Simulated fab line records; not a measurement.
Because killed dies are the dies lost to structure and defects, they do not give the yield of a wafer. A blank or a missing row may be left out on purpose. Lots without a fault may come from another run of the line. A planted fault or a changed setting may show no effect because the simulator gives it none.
fab line records | flow nand-harc
[record] lots = 6 wafers = 17 last-day = 33
route steps=1302 shown A_CONTACT@1031 END@1302
lots that met no fault: from a run of the same line without faults
start-h: start of the lot's first displayed wafer, in hours after the record's first day | wait-h: how many hours have passed since the lot's step before this one | " repeats the value in the row above | L1.1+2: one row covering several wafers at once | - either no value or no given start | * or withheld: withheld | < > ~ a bound
route shown NAME@n: NAME is a module with steps in the file, n the number in the route of the first one | usual: mean and standard deviation over wafers with no fault | same: alike in all rows | chamber/n: place in a boat | sites: readings site by site | _std_site: how widely they spread, as a standard deviation | _edge_site: mean of outer sites minus mean of inner sites | radius-mm: for every site, how far away it sits from the centre of the wafer | mask NAME#n: copy n | behind: the most recent tool/chamber to have shaped the wafer | hold: cause of the lot's hold/its duration in hours/its outcome | device: whichever transistor did not switch (one of n, p or np) | end of line: tests run on the same wafers once the route is complete | step lacking rows: just its recipe | killed: dies lost to structure and defects at the first sort, not the wafer's yield | map: per-die view of a wafer (x killed, . not killed, _ where there is no die)
set.NAME: the setting as run; set.NAME@STEP: as run at that earlier step | model.NAME: the simulator's own value behind a step, which no gauge read
lots seen at some steps along the route; tables by step, rows by wafer
services: a tool's chamber out of use, with start hour (start-h, from the record's first day; less than 0 if before it), hours out, and reason
[[steps]]
[step NHARC_A_CONTACT_COAT_61]
[recipe] temp-c = 260 time-s = 75
[step NHARC_A_CONTACT_COAT_62]
[recipe] temp-c = 225 time-s = 65
[step NHARC_A_CONTACT_COAT_63]
[recipe] spin-rpm = 1500 resist-thk-nm = 90
[step NHARC_A_CONTACT_SOFTBAKE_64]
[recipe] temp-c = 105 time-s = 55
[step NHARC_A_CONTACT_EBR_65]
[step NHARC_A_CONTACT_EXPOSE_66]
[recipe] na = 1.35 sigma-outer = 0.8 dose-mj = 59.02 mask-id = A_CC_2
[step NHARC_A_CONTACT_PEB_67]
[recipe] peb-temp-c = 100 peb-time-s = 65
[step NHARC_A_CONTACT_DEVELOP_68]
[recipe] develop-time-s = 35 dev-temp-c = 23
[step NHARC_A_CONTACT_CD_MEAS_69]
[recipe] target-cd-nm = 300 landing-energy-ev = 500
[usual] cd-nm = 300.0/0.52
// columns lot.wafer tool chamber start-h wait-h cd-nm
L560.2 cd-sem-03 0 580.90 - 300.2
L560.4 " 0 " " 299.5
L560.6 " 0 " " 299.4
L567.2 cd-sem-01 0 641.23 - 299.4
L567.3 " 0 " " 299.4
L567.5 " 0 " " 300.3
L571.1 cd-sem-02 0 662.67 - 300.0
L571.3 " 0 " " 300.8
L575.2 cd-sem-01 0 716.36 - 299.9
L575.3 " 0 " " 299.6
L575.4 " 0 " " 299.4
L576.2 cd-sem-03 0 719.69 - 299.9
L576.4 " 0 " " 300.1
L576.6 " 0 " " 300.3
L577.2 cd-sem-03 0 727.53 - 299.8
L577.4 " 0 " " 300.2
L577.5 " 0 " " 300.9
[step NHARC_A_CONTACT_OVL_MEAS_70]
[usual] overlay-x-nm = 0.0/0.73 overlay-y-nm = 0.2/0.72
// columns lot.wafer tool chamber start-h wait-h overlay-x-nm overlay-y-nm
L560.2 overlay-02 - 580.99 - 0.2 0.7
L560.4 " - " " -0.4 0.8
L560.6 " - " " -0.5 0.8
L567.2 overlay-01 - 641.31 - -1.0 0.2
L567.3 " - " " -0.8 0.6
L567.5 " - " " -0.8 -0.2
L571.1 overlay-02 - 662.76 - 0.3 -0.4
L571.3 " - " " 0.5 -0.8
L575.2 overlay-02 - 716.45 - 0.2 -0.6
L575.3 " - " " 0.1 -0.4
L575.4 " - " " 0.2 -0.1
L576.2 overlay-01 - 719.78 - -1.5 0.0
L576.4 " - " " -2.1 0.0
L576.6 " - " " -1.4 -0.5
L577.2 overlay-02 - 727.62 - 0.6 0.7
L577.4 " - " " 0.7 0.7
L577.5 " - " " 0.3 0.0
[step NHARC_A_CONTACT_INSPECT_71]
[usual] raw-defect-count = 83/43
// columns lot.wafer tool chamber start-h wait-h raw-defect-count
L560.2 defect-inspect-01 - 581.02 0.0 129
L560.4 " - " " 116
L560.6 " - " " 119
L567.2 defect-inspect-02 - 641.35 0.0 76
L567.3 " - " " 64
L567.5 " - " " 72
L571.1 defect-inspect-01 - 662.80 0.0 104
L571.3 " - " " 126
L575.2 defect-inspect-01 - 716.48 0.0 80
L575.3 " - " " 87
L575.4 " - " " 74
L576.2 defect-inspect-02 - 719.81 0.0 19
L576.4 " - " " 22
L576.6 " - " " 22
L577.2 defect-inspect-02 - 727.66 0.0 81
L577.4 " - " " 96
L577.5 " - " " 85
[step NHARC_A_CONTACT_DESCUM_74]
[recipe] time-s = 3 o2-flow-sccm = 200 ar-flow-sccm = 0 bias-power-w = 0 chemistry = O2
[usual] drypump-motor-current-A = 5.5/0.46 oes-product-au = 1.001/0.011 rf-vpp-V = 57.7/0.84 showerhead-plenum-p-Torr = 1.88/0.085 throttle-valve-pct = 11.312/0.0087
// columns lot.wafer tool chamber start-h wait-h drypump-motor-current-A oes-product-au rf-hours-counter-h rf-vpp-V showerhead-plenum-p-Torr throttle-valve-pct
L560.2 rie-diel-12 3 581.11 0.1 5.9 1.027 44 58.1 2.06 11.321
L560.6 " 2 " " 5.4 0.995 - 56.5 1.79 11.316
L560.4 " 3 " " 5.8 1.034 - 58.7 2.06 11.303
L567.2 rie-diel-13 1 641.42 0.1 5.6 0.996 20 58.5 1.97 11.301
L567.3 " 3 " " 5.5 1.004 21 58.4 1.86 11.299
L567.5 " 1 " " 5.7 1.001 - 58.3 1.97 11.306
L571.1 rie-diel-13 2 662.87 0.1 4.9 0.998 26 59.4 1.78 11.304
L571.3 " 3 " " 5.5 1.000 28 59.0 1.85 11.306
L575.3 rie-diel-13 3 716.54 0.1 5.5 0.993 2 58.5 1.85 11.316
L575.4 " 0 " " 5.2 0.990 2 57.7 1.91 11.325
L575.2 " 1 " " 5.7 1.009 3 57.7 1.96 11.330
L576.4 rie-diel-13 0 719.88 0.1 5.2 0.985 3 58.9 1.91 11.320
L576.2 " 1 " " 5.7 1.002 4 57.8 1.96 11.317
L576.6 " 3 " " 5.6 0.992 - 57.7 1.85 11.308
L577.4 rie-diel-13 1 727.72 0.1 5.7 1.012 6 57.9 1.96 11.314
L577.2 " 2 " " 4.9 0.995 6 57.8 1.78 11.315
L577.5 " 1 " " 5.7 1.000 - 59.0 1.96 11.322
[step NHARC_A_CONTACT_ETCH_75]
[recipe] target-depth-a = 390 over-etch-frac = 0.3 time-s = 65 ion-energy-ev = 80 cf4-flow-sccm = 150 ar-flow-sccm = 0 rf-w = 300 bias-w = 100 chemistry = CF4
[usual] drypump-motor-current-A = 5.5/0.47 oes-product-au = 1.000/0.0099 rf-vpp-V = 150.8/1.1 run-length-s = 86.2/0.39 showerhead-plenum-p-Torr = 1.74/0.072 throttle-valve-pct = 13.285/0.0089
// columns lot.wafer tool chamber start-h wait-h drypump-motor-current-A oes-product-au rf-hours-counter-h rf-vpp-V run-length-s showerhead-plenum-p-Torr throttle-valve-pct
L560.2 rie-diel-12 2 581.19 0.1 5.4 0.985 47 150.8 86.1 1.66 13.287
L560.6 " 0 " " 6.3 0.993 - 151.2 86.1 1.79 13.278
L560.4 " 3 " " 5.9 1.016 - 152.4 86.4 1.90 13.282
L567.2 rie-diel-13 3 641.51 0.1 5.6 1.000 21 151.8 86.4 1.72 13.307
L567.3 " 0 " " 5.2 0.998 21 150.4 69.6 1.77 13.303
L567.5 " 1 " " 5.7 1.002 - 152.3 86.0 1.81 13.279
L571.1 rie-diel-13 1 662.95 0.1 5.7 0.996 25 152.2 86.0 1.81 13.294
L571.3 " 2 " " 4.9 1.005 26 149.7 69.9 1.66 13.272
L575.4 rie-diel-13 3 716.63 0.1 5.6 0.981 2 150.0 86.9 1.72 13.271
L575.2 " 1 " " 5.7 0.985 3 152.9 86.5 1.81 13.276
L575.3 " 2 " " 4.9 1.002 3 149.5 86.1 1.66 13.285
L576.4 rie-diel-13 0 719.96 0.1 5.2 0.999 3 152.0 86.4 1.76 13.285
L576.2 " 2 " " 4.9 1.003 4 150.1 86.0 1.66 13.284
L576.6 " 0 " " 5.2 0.986 - 150.2 85.5 1.76 13.292
L577.4 rie-diel-13 2 727.80 0.1 4.9 0.999 6 149.9 85.9 1.66 13.292
L577.2 " 1 " " 5.7 0.993 6 151.5 86.5 1.81 13.294
L577.5 " 3 " " 5.6 0.992 - 149.5 86.7 1.71 13.271
[step NHARC_A_CONTACT_ETCH_76]
[recipe] target-depth-a = 2600 over-etch-frac = 0.3 time-s = 475.3 ion-energy-ev = 200 n2-flow-sccm = 150 h2-flow-sccm = 150 ar-flow-sccm = 0 rf-w = 400 bias-w = 150 chemistry = N2/H2
[usual] drypump-motor-current-A = 5.5/0.46 oes-product-au = 1.002/0.01 rf-vpp-V = 429.5/2.8 run-length-s = 496.4/0.38 showerhead-plenum-p-Torr = 2.01/0.092 throttle-valve-pct = 14.171/0.0095
// columns lot.wafer tool chamber start-h wait-h drypump-motor-current-A oes-product-au rf-hours-counter-h rf-vpp-V run-length-s showerhead-plenum-p-Torr throttle-valve-pct
L560.2 rie-diel-12 3 - - 5.9 1.017 44 435.2 496.3 2.20 14.160
L560.6 " 3 " " 5.9 1.019 - 433.3 496.2 2.20 14.168
L560.4 " 0 " " 6.3 0.990 - 429.3 496.1 2.06 14.176
L567.2 rie-diel-13 3 - - 5.6 1.008 21 428.6 496.9 1.98 14.184
L567.3 " 0 " " 5.1 1.004 21 430.7 496.7 2.04 14.154
L567.5 " 3 " " 5.6 1.000 - 428.6 497.1 1.98 14.169
L571.3 rie-diel-13 3 - - 5.6 1.008 28 427.0 496.7 1.97 14.183
L571.1 " 1 " " 5.7 1.005 25 431.2 496.4 2.10 14.163
L575.4 rie-diel-13 1 - - 5.7 1.016 3 431.5 496.8 2.09 14.172
L575.2 " 2 " " 4.9 1.006 3 425.7 496.2 1.90 14.160
L575.3 " 3 " " 5.6 0.992 2 428.8 497.0 1.97 14.177
L576.2 rie-diel-13 1 - - 5.7 1.005 4 432.8 496.3 2.09 14.181
L576.4 " 3 " " 5.6 0.985 2 429.0 497.2 1.97 14.172
L576.6 " 1 " " 5.7 1.007 - 432.0 496.4 2.09 14.166
L577.4 rie-diel-13 1 - - 5.7 1.018 6 431.4 496.5 2.09 14.168
L577.2 " 2 " " 4.9 1.002 6 425.8 496.8 1.90 14.178
L577.5 " 0 " " 5.2 0.999 - 429.9 495.9 2.03 14.187
[step NHARC_END_SORT_01]
[recipe] temp-c = 25
[usual] killed-at-array = 55/22 killed-at-other = 1.1/1.4 killed-at-periphery = 4/3.2 killed-dies = 59/22 killed-open = 3.3/1.8 killed-short = 2.5/1.5
[same] gross-dies = 677
// columns lot.wafer tool chamber start-h wait-h killed-at-array killed-at-other killed-at-periphery killed-dies killed-open killed-short
L560.2 prober-01 0 646.77 2.8 65 0 1 66 0 2
L560.4 prober-01 0 648.37 3.4 84 0 0 84 3 5
L560.6 prober-01 0 649.98 4.0 71 0 2 73 3 2
L567.3 prober-01 0 706.62 3.1 62 0 12 74 0 3
L571.1 prober-01 0 724.63 2.5 65 3 4 72 2 4
L571.3 prober-01 0 726.22 3.1 85 5 1 91 2 0
// killed by level:class
L560.2 A_SLIT:chamber-film-flake=27 A_CHANNEL_HOLE_D2:chamber-film-flake=15 A_CHANNEL_HOLE_D1:chamber-film-flake=7 A_ZERO_WELL:chamber-film-flake=3 A_CHANNEL_FILL_D1:chamber-film-flake=3 A_WL_FILL:chamber-film-flake=3 A_STAIRCASE:chamber-film-flake=2 A_CONTACT:chamber-film-flake=2
L560.4 A_CHANNEL_HOLE_D2:chamber-film-flake=33 A_SLIT:chamber-film-flake=28 A_CHANNEL_HOLE_D1:chamber-film-flake=6 A_WL_FILL:chamber-film-flake=4 A_ONON_D1:geometric-particle:open=2 A_ZERO_WELL:chamber-film-flake=2 A_CHANNEL_HOLE_D1:geometric-particle:short=1 A_CHANNEL_FILL_D1:geometric-particle:short=1
L560.6 A_SLIT:chamber-film-flake=34 A_CHANNEL_HOLE_D2:chamber-film-flake=14 A_WL_FILL:chamber-film-flake=5 A_STAIRCASE:chamber-film-flake=4 A_CONTACT:chamber-film-flake=4 A_ZERO_WELL:chamber-film-flake=3 A_CHANNEL_HOLE_D1:chamber-film-flake=2 P_M0:geometric-particle:open=1
L567.3 A_SLIT:chamber-film-flake=31 A_CONTACT:area-etch=16 P_CONTACT:chamber-film-flake=7 A_CHANNEL_HOLE_D1:chamber-film-flake=7 P_GATE:chamber-film-flake=3 P_STI:chamber-film-flake=2 A_ZERO_WELL:chamber-film-flake=2 A_CHANNEL_FILL_D1:geometric-particle:short=1
L571.1 A_SLIT:chamber-film-flake=25 A_CHANNEL_HOLE_D2:chamber-film-flake=19 A_CHANNEL_HOLE_D1:chamber-film-flake=12 P_GATE:chamber-film-flake=3 A_CHANNEL_FILL_D1:chamber-film-flake=2 THIN_TSV:chamber-film-flake=2 P_CONTACT:geometric-particle:short=1 A_CHANNEL_FILL_D1:geometric-particle:open=1
L571.3 A_SLIT:chamber-film-flake=40 A_CHANNEL_HOLE_D2:chamber-film-flake=25 A_CHANNEL_HOLE_D1:chamber-film-flake=9 THIN_TSV:chamber-film-flake=5 A_SGD_CUT:chamber-film-flake=4 A_CONTACT:area-etch=4 P_CONTACT:geometric-particle:open=1 A_M0:geometric-particle:open=1
[[services]]
// columns tool chamber start-h hours kind
rie-diel-13 0 577.08 - clean
rie-diel-13 1 577.08 - clean
rie-diel-13 2 577.08 - clean
rie-diel-13 3 577.08 - clean
rie-diel-13 0 601.58 - clean
rie-diel-13 1 601.58 - clean
rie-diel-13 2 601.58 - clean
rie-diel-13 3 601.58 - clean
rie-diel-12 - 622.52 9.0 pm
rie-diel-13 0 626.08 - clean
rie-diel-13 1 626.08 - clean
rie-diel-13 2 626.08 - clean
rie-diel-13 3 626.08 - clean
rie-diel-13 0 651.15 - clean
rie-diel-13 1 651.15 - clean
rie-diel-13 2 651.15 - clean
rie-diel-13 3 651.15 - clean
rie-diel-12 3 659.32 4.4 repair
rie-diel-13 0 675.65 - clean
rie-diel-13 1 675.65 - clean
rie-diel-13 2 675.65 - clean
rie-diel-13 3 675.65 - clean
rie-diel-13 - 696.00 9.0 pm
rie-diel-12 3 715.36 4.2 repair
[[key]]
[first-sign] step = NHARC_A_CONTACT_ETCH_75 reading = run-length-s direction = down sigmas = 42 usual = * struck = *
effect none on later readings
met-at NHARC_A_CONTACT_ETCH_75
struck-wafers L567.3,L571.3
tester-left-out L567,L571
[fault] kind = process-parameter-drift tool = rie-diel-13 chamber = - onset-h = 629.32 steps = NHARC_A_CONTACT_ETCH_75 channel = time-s offset = * shape = step end-h = 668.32 scope = struck-wafers-only acts-in = * stated = *
// tester-left-out: of these lots the tester's yield and bins aren't shown, on N5 and GAA mostly nor the transistor test; their killed dies are dies lost to structure and defects alone, not to doping, threshold or leakage, so they don't give the yield
